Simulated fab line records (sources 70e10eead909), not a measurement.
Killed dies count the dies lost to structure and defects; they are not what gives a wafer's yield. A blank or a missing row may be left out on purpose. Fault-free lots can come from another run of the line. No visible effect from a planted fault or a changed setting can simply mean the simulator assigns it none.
Chamber matching | flow nandHarc | NHARC_A_CONTACT_ALD_18 on aldMetal-03: 4 sister chambers
The step deposits TiN, target thk 3 nm, pulse time 1 s, ald cycles 150. 4 wafers are shown with their chamber, then 12 later ones without.

== WAFERS WITH THEIR CHAMBER ==
wafer  | chamber | heaterPowerW (W)
L086.1 | 2       | 1069
L088.2 | 0       | 1088
L088.3 | 3       | 1383
L088.4 | 1       | 1264

== WAFERS WHOSE CHAMBER IS MISSING ==
wafer  | heaterPowerW (W)
L089.3 | 1095
L089.4 | 1390
L089.5 | 1035
L091.1 | 1104
L091.3 | 1378
L091.4 | 1271
L093.1 | 1435
L093.4 | 1251
L093.6 | 1284
L097.3 | 1368
L097.5 | 1384
L097.6 | 1089

== THE CHAMBER EACH PASSED THROUGH ==
wafer  | from the rows above     | in truth
L089.3 | can't be placed: 0 or 2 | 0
L089.4 | 3                       | 3
L089.5 | can't be placed: 2 or 0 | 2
L091.1 | can't be placed: 0 or 2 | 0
L091.3 | 3                       | 3
L091.4 | 1                       | 1
L093.1 | 3                       | 3
L093.4 | 1                       | 1
L093.6 | 1                       | 1
L097.3 | 3                       | 3
L097.5 | 3                       | 3
L097.6 | can't be placed: 0 or 2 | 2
Correctly placed: 8 of 12. Not placeable from these rows: 4 (in 4, the candidates include the true chamber). Wrongly placed: 0.
How it was worked out, from the rows above alone: a wafer's distance from a chamber is the root of the sum, over the readings, of the square of ((its reading less the chamber's mean) divided by the reading's scatter). The wafer belongs to the nearest chamber; if the next one is less than 2 further off, it can't be placed. Each chamber's mean is taken over the wafers shown for it. The scatter (one wafer shown for each chamber): square how far every hidden wafer sits from the nearest shown wafer, average those squares and take the square root.
